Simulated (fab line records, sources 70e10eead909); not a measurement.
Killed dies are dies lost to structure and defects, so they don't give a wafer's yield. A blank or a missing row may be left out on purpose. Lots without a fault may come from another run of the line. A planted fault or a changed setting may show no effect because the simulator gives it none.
A struck lot beside a sound one | flow nand_harc | 21 steps out of a route of 1302
Sound: wafers L582.1, L582.2, L582.4. Struck: wafers L594.2, L594.3, L594.4. The cause comes at the end.
At each step with rows: each side's tool, then ch and its chambers, then its first start. Under that, the readings that differ: sound wafers | struck wafers | difference of the means | sigmas: that difference in standard deviations of wafers without a fault.
alike: readings whose means differ by less than 2 such deviations, and words and numbers that are the same on both sides. not compared: withheld readings, readings that some wafer has no value for, bounds like >300 that may hide the same value, and numbers for which the record gives no deviation and whose values overlap.
The two part at a step that has a row with sigmas, a row that says differs or no value, or rows on one side only. Numbers that don't overlap but have no deviation are shown without sigmas and don't part them. A reading that every wafer of one side lacks parts them only if that side has two wafers or more.

NHARC_P_CONTACT_CVD_23: deposits W, target thk 200 nm, time 557 s.
  sound on cvd_w-02 ch 0,1; struck on cvd_w-01 ch 0,1
  reading            | sound          | struck         | difference | sigmas
  mfc_ar_sccm (sccm) | 1551 1556 1561 | 1568 1564 1563 | +9         | +2
  alike: heater_power_w, throttle_valve_pct
NHARC_P_CONTACT_CMP_24: polishes, t overpolish 30 s, target thk 200 nm.
  sound on cmp-01 ch 0,1,3, day 9 03:57; struck on cmp-01 ch 0,2,3, day 13 15:22
  alike: motor_current_A, overpolish_run_s, pad_life_wafers, slurry_filter_dp_kPa, time_to_endpoint_s
then, 1 step without rows for these wafers: NHARC_P_CONTACT_SRD_26.
NHARC_P_CONTACT_INSPECT_27:
  sound on defect_inspect-01, day 9 04:21; struck on defect_inspect-02, day 13 15:46
  alike: raw_defect_count
then, 7 steps without rows for these wafers: NHARC_P_M0_DEP_00 (deposits SiOC, target thk 150 nm); NHARC_P_M0_DEHYDRATE_01 (time 120 s); NHARC_P_M0_HMDS_02 (time 30 s); NHARC_P_M0_COAT_33 (time 65 s); NHARC_P_M0_COAT_03 (resist thk 90 nm); NHARC_P_M0_SOFTBAKE_04 (time 55 s); NHARC_P_M0_EBR_05.
NHARC_P_M0_EXPOSE_06: exposes mask P M0, target cd 90 nm.
  sound on arfi_scanner-02 ch 0, day 9 04:59; struck on arfi_scanner-01 ch 0, day 13 16:26
  reading              | sound             | struck            | difference | sigmas
  exposure_dose_mJ_cm2 | 81.05 81.08 81.12 | 58.37 58.44 58.29 | -22.72     | -99 or more
  alike: mask, focus_offset_nm
then, 2 steps without rows for these wafers: NHARC_P_M0_PEB_07 (peb time 65 s); NHARC_P_M0_DEVELOP_08 (develop time 35 s).
NHARC_P_M0_CD_MEAS_09: target cd 90 nm.
  sound on cd_sem-03 ch 0, day 9 05:08; struck on cd_sem-01 ch 0, day 13 16:34
  reading    | sound          | struck         | difference | sigmas
  cd_nm (nm) | 89.2 90.0 90.1 | 69.7 68.7 69.5 | -20.5      | -36
NHARC_P_M0_OVL_MEAS_10: pitch 180 nm.
  sound on overlay-02, day 9 05:13; struck on overlay-01, day 13 16:40
  alike: overlay_x_nm, overlay_y_nm
NHARC_P_M0_INSPECT_11:
  sound on defect_inspect-01, day 9 05:16; struck on defect_inspect-01, day 13 16:41
  alike: raw_defect_count
NHARC_P_M0_DESCUM_14: chemistry O2, time 3 s.
  sound on rie_diel-01 ch 1,2,3, day 9 05:20; struck on rie_diel-06 ch 2,3, day 13 16:45
  reading               | sound             | struck            | difference | sigmas
  model.P_M0.cd_nm (nm) | 89.95 90.85 89.24 | 69.45 68.48 69.54 | -20.86     |
  alike: drypump_motor_current_A, mfc_ar_sccm, oes_product_au, rf_vpp_V, showerhead_plenum_p_Torr, throttle_valve_pct
  not compared: rf_hours_counter_h
NHARC_P_M0_ETCH_34: etches the open film in N2/H2, target depth 40 nm, overetch 12 nm, time 43.94 s.
  sound on rie_diel-01 ch 1,2,3, day 9 05:25; struck on rie_diel-06 ch 1,2,3, day 13 16:51
  alike: drypump_motor_current_A, h2_flow_sccm, mfc_ar_sccm, oes_product_au, rf_vpp_V, showerhead_plenum_p_Torr, throttle_valve_pct
  not compared: rf_hours_counter_h
NHARC_P_M0_ETCH_15: etches the open film in C4F8/Ar, target depth 150 nm, overetch 15 nm, time 82.5 s.
  sound on rie_diel-01 ch 0,1,2; struck on rie_diel-06 ch 1,3
  reading               | sound             | struck            | difference | sigmas
  model.P_M0.cd_nm (nm) | 89.89 90.63 89.56 | 69.47 68.63 69.39 | -20.86     |
  alike: oes_product_au, rf_vpp_V
  not compared: rf_hours_counter_h
NHARC_P_M0_CD_MEAS_16:
  sound on cd_sem-02, day 9 05:41; struck on cd_sem-02, day 13 17:06
  reading    | sound          | struck         | difference | sigmas
  cd_nm (nm) | 90.1 90.8 89.4 | 69.4 68.5 69.6 | -20.9      | -28

WHERE THEY PART
First at NHARC_P_CONTACT_CVD_23; last, within this record, at NHARC_P_M0_CD_MEAS_16.

WHY: what the simulator had put in
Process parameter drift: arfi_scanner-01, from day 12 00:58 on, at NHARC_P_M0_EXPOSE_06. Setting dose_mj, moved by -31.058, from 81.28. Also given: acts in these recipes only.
